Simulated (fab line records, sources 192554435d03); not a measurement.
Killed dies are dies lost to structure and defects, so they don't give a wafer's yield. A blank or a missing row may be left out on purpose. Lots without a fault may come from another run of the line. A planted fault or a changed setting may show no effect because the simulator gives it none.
A struck lot beside a sound one | flow n5_finfet | 39 steps out of a route of 1938
Sound: wafers L203.2, L203.4, L203.6. Struck: wafer L207.2. (L207.5 of the same lot was not struck and is left out.) The cause comes at the end.
At each step with rows: each side's tool, then ch and its chambers, then its first start. Under that, the readings that differ: sound wafers | struck wafers | difference of the means | sigmas: that difference in standard deviations of wafers without a fault.
alike: readings whose means differ by less than 2 such deviations, and words and numbers that are the same on both sides. not compared: withheld readings, readings that some wafer has no value for, bounds like >300 that may hide the same value, and numbers for which the record gives no deviation and whose values overlap.
The two part at a step that has a row with sigmas, a row that says differs or no value, or rows on one side only. Numbers that don't overlap but have no deviation are shown without sigmas and don't part them. A reading that every wafer of one side lacks parts them only if that side has two wafers or more.

first, 10 steps without rows for these wafers: N5_DUMMY_GATE_ETCH_23 (etches poly-Si in HBr/Cl2/O2, target depth 41 nm, time 22.3 s); N5_DUMMY_GATE_ETCH_44 (etches poly-Si in HBr/O2, stops on SiO2, target depth 127.5 nm); N5_DUMMY_GATE_ETCH_42 (etches SiO2 in CHF3/O2, target depth 3.5 nm, time 31 s); N5_DUMMY_GATE_STRIP_48 (strips in N2/H2, time 20 s); N5_DUMMY_GATE_PRECLEAN_33 (cleans in dHF, time 10 s); N5_DUMMY_GATE_PRECLEAN_25 (cleans in O3/DIW, time 45 s); N5_DUMMY_GATE_PRECLEAN_51 (cleans in SC2, time 45 s); N5_DUMMY_GATE_SRD_26 (time 30 s); N5_DUMMY_GATE_UV_OZONE_45 (time 120 s); N5_SPACER0_ALD_07 (deposits SiNx, target thk 2 nm).
N5_SPACER0_ALD_00: deposits SiOCN, target thk 3.5 nm, pulse time 3 s, purge time 2 s.
  sound on ald_sin-04 ch 1,3, day 4 01:06; struck on ald_sin-04 ch 3, day 5 03:24
  reading                                   | sound       | struck | difference | sigmas
  ald_cycles                                | 58 58 58    | 28     | -30        |
  model.SiOCN_of_SPACER0_ALD_00.thk_nm (nm) | 3.6 3.4 3.6 | 1.6    | -1.9       |
  alike: heater_power_w, precursor_pulse_height_rel
then, 25 steps without rows for these wafers: N5_SPACER0_ALD_08 (deposits SiNx, target thk 2 nm); N5_SD_EPI_N_COAT_32 (time 60 s, resist thk 350 nm); N5_SD_EPI_N_COAT_33 (time 60 s, resist thk 35 nm); N5_SD_EPI_N_COAT_03 (resist thk 150 nm); N5_SD_EPI_N_EBR_05; N5_SD_EPI_N_SOFTBAKE_04 (time 60 s); N5_SD_EPI_N_EXPOSE_06 (exposes mask SD N BLK, target cd 120 nm); N5_SD_EPI_N_PEB_07 (peb time 60 s); N5_SD_EPI_N_DEVELOP_08 (develop time 30 s); N5_SD_EPI_N_DESCUM_14 (chemistry O2, time 7.9 s); N5_SD_EPI_N_ETCH_34 (etches SiARC in CF4, target depth 45.5 nm, time 75.8 s); N5_SD_EPI_N_ETCH_35 (etches SOC in N2/H2, overetch 108 nm, time 486 s); N5_SD_EPI_N_STRIP_36 (strips in N2/H2); N5_SD_EPI_N_ETCHBACK_44 (etches SiNx in CH3F/O2, stops on SiO2, target depth 14.5 nm); N5_SD_EPI_N_ETCH_45 (etches SiOCN in CH3F/O2, target depth 6 nm); N5_SD_EPI_N_ETCH_16 (etches SiO2 in CHF3/O2, target depth 5 nm); N5_SD_EPI_N_STRIP_47 (strips in CHF3/O2); N5_SD_EPI_N_SD_RECESS_17 (chemistry HBr/Cl2/O2, target depth 41 nm, time 23.7 s, bt time 3 s); N5_SD_EPI_N_STRIP_38 (strips in N2/H2); N5_SD_EPI_N_WET_ETCH_43 (etches SiO2 in dHF, time 14 s, target depth 1.5 nm); N5_SD_EPI_N_STRIP_18 (strips in SPM, time 750 s); N5_SD_EPI_N_SRD_20 (time 30 s); N5_SD_EPI_N_PRECLEAN_48 (cleans in NF3:NH3, afs cycles 2, time 20 s, sublimation time 60 s); N5_SD_EPI_N_VAPOR_ETCH_50 (etches Si in HCl, time 54 s); N5_SD_EPI_N_EPI_21 (deposits Si:P, time 690 s).
N5_SD_EPI_P_PRECLEAN_32: cleans in dHF, time 10 s.
  sound on wet_bench-03 ch 3,5,6, day 4 10:26; struck on wet_bench-02 ch 5, day 5 14:44
  reading                                   | sound       | struck | difference | sigmas
  model.SiOCN_of_SPACER0_ALD_00.thk_nm (nm) | 3.4 3.4 3.4 | 1.6    | -1.8       |
-- the record jumps here: 6 days lie between the struck wafers' starts before and after (it left off in module SD_EPI_P and takes up again in module BEOL_M4, whose first step shown is number 1111 of the route) --
N5_BEOL_M4_RC_MEAS_101:
  sound on prober-01 ch 0, day 10 03:08; struck on prober-01 ch 0, day 11 14:52
  reading             | sound                      | struck  | difference | sigmas
  DIBL_N (mV/V)       | 37.4 37.6 35.2             | 52.1    | +15.4      | +10
  DIBL_P (mV/V)       | 38.4 38.7 35.4             | 48.2    | +10.7      | +5
  IOFF_N (nA/um)      | 0.19 0.18 0.15             | 0.66    | +0.49      | +15
  IOFF_N_85C (nA/um)  | 3.6 3.5 2.9                | 10.5    | +7.2       | +14
  IOFF_N_LIN (nA/um)  | 0.086 0.083 0.069          | 0.214   | +0.135     | +11
  IOFF_N_LONG (nA/um) | 5.43e-05 5.41e-05 5.46e-05 | 6.3e-05 | +8.7e-06   | +3
  IOFF_P (nA/um)      | 0.25 0.24 0.20             | 0.95    | +0.72      | +16
  IOFF_P_85C (nA/um)  | 4.1 4.0 3.5                | 12.7    | +8.8       | +14
  IOFF_P_LIN (nA/um)  | 0.112 0.107 0.096          | 0.356   | +0.251     | +16
  ION_N (uA/um)       | 684 682 660                | 763     | +88        | +7
  ION_P (uA/um)       | 468 468 463                | 533     | +67        | +8
  REXT_N (ohm.um)     | 75.3 75.6 75.7             | 61.6    | -13.9      | -10
  REXT_P (ohm.um)     | 98.3 99.6 98.8             | 86.8    | -12.1      | -5
  SS_N (mV/dec)       | 71.2 72.0 70.3             | 75.3    | +4.1       | +6
  VT_N (mV)           | 245 249 250                | 230     | -18        | -5
  VT_N_LVT (mV)       | 96 97 100                  | 80      | -18        | -6
  VT_P (mV)           | -248 -250 -250             | -221    | +28        | +8
  VT_P_LVT (mV)       | -98 -99 -100               | -72     | +27        | +9
  alike: SS_P
-- the record jumps here: 5 days lie between the struck wafers' starts before and after (it left off in module BEOL_M4 and takes up again in module PASSIVATION, whose first step shown is number 1936 of the route) --
N5_PASSIVATION_PROBE_49:
  sound on prober-01, day 15 07:01; struck on prober-01, day 16 12:49
  reading                | sound          | struck | difference | sigmas
  sort_bin_4_leakage (%) | 0 0 0          | 92.88  | +92.88     |
  sort_bin_6_memory (%)  | 3.7 3.5 2.7    | 1.7    | -1.6       | -2
  sort_n_pass            | 1072 1067 1080 | 0      | -1073      | -72
  sort_yield_pct (%)     | 90.8 90.4 91.5 | 0      | -91        | -76
  alike: defect_limited_yield, killed_at_M0_to_M3, killed_at_M4_up, killed_at_contacts, killed_at_front_end, killed_at_other, killed_dies, killed_open, killed_short, sort_bin_5_function

WHERE THEY PART
First at N5_BEOL_M4_RC_MEAS_101; last, within this record, at N5_PASSIVATION_PROBE_49.

WHY: what the simulator had put in
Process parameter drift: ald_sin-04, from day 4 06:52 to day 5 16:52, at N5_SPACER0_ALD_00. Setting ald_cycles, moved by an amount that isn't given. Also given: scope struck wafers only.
